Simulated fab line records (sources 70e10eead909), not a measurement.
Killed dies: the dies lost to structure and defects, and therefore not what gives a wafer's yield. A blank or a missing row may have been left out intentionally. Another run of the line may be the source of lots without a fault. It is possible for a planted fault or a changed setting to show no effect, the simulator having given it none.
Chamber matching / flow nand_harc / NHARC_A_CHANNEL_FILL_D1_CMP_10 on cmp-03 has 4 sister chambers
The step polishes, target thk 150 nm. 4 wafers are shown with their chamber, then 8 later ones without.

== EACH WAFER AND ITS CHAMBER ==
wafer=L082.1; chamber=1; time_to_endpoint_s (s)=16.8
wafer=L085.5; chamber=3; time_to_endpoint_s (s)=16.7
wafer=L085.6; chamber=2; time_to_endpoint_s (s)=11.9
wafer=L089.1; chamber=0; time_to_endpoint_s (s)=12.3

== WAFERS WITHOUT THEIR CHAMBER ==
wafer=L089.5; time_to_endpoint_s (s)=16.7
wafer=L089.6; time_to_endpoint_s (s)=12.1
wafer=L092.1; time_to_endpoint_s (s)=13.2
wafer=L092.5; time_to_endpoint_s (s)=11.7
wafer=L092.6; time_to_endpoint_s (s)=10.9
wafer=L093.2; time_to_endpoint_s (s)=13.3
wafer=L093.3; time_to_endpoint_s (s)=8.8
wafer=L093.6; time_to_endpoint_s (s)=9.6

== CHAMBER TAKEN BY EACH ==
wafer=L089.5; from the rows above=can't be placed: 3 or 1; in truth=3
wafer=L089.6; from the rows above=can't be placed: 2 or 0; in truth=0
wafer=L092.1; from the rows above=can't be placed: 0 or 2 or 3 or 1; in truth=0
wafer=L092.5; from the rows above=can't be placed: 2 or 0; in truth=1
wafer=L092.6; from the rows above=can't be placed: 2 or 0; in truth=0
wafer=L093.2; from the rows above=can't be placed: 0 or 2 or 3 or 1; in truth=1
wafer=L093.3; from the rows above=can't be placed: 2 or 0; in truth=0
wafer=L093.6; from the rows above=can't be placed: 2 or 0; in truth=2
Correctly placed: 0 of 8. Unplaceable from these rows: 8, with the true chamber sitting among the candidates in 7. Wrongly placed: 0.
How it was worked out, from the rows above alone: a wafer's distance from a chamber is the root of the sum, over the readings, of the square of ((its reading less the chamber's mean) divided by the reading's scatter). If the next closest chamber is less than 2 further off than the closest, the wafer can't be placed; otherwise it belongs to the closest. The mean given for a chamber averages the wafers shown for that chamber. The scatter: root of mean squared gap, hidden wafer to nearest shown wafer, with one shown wafer a chamber.
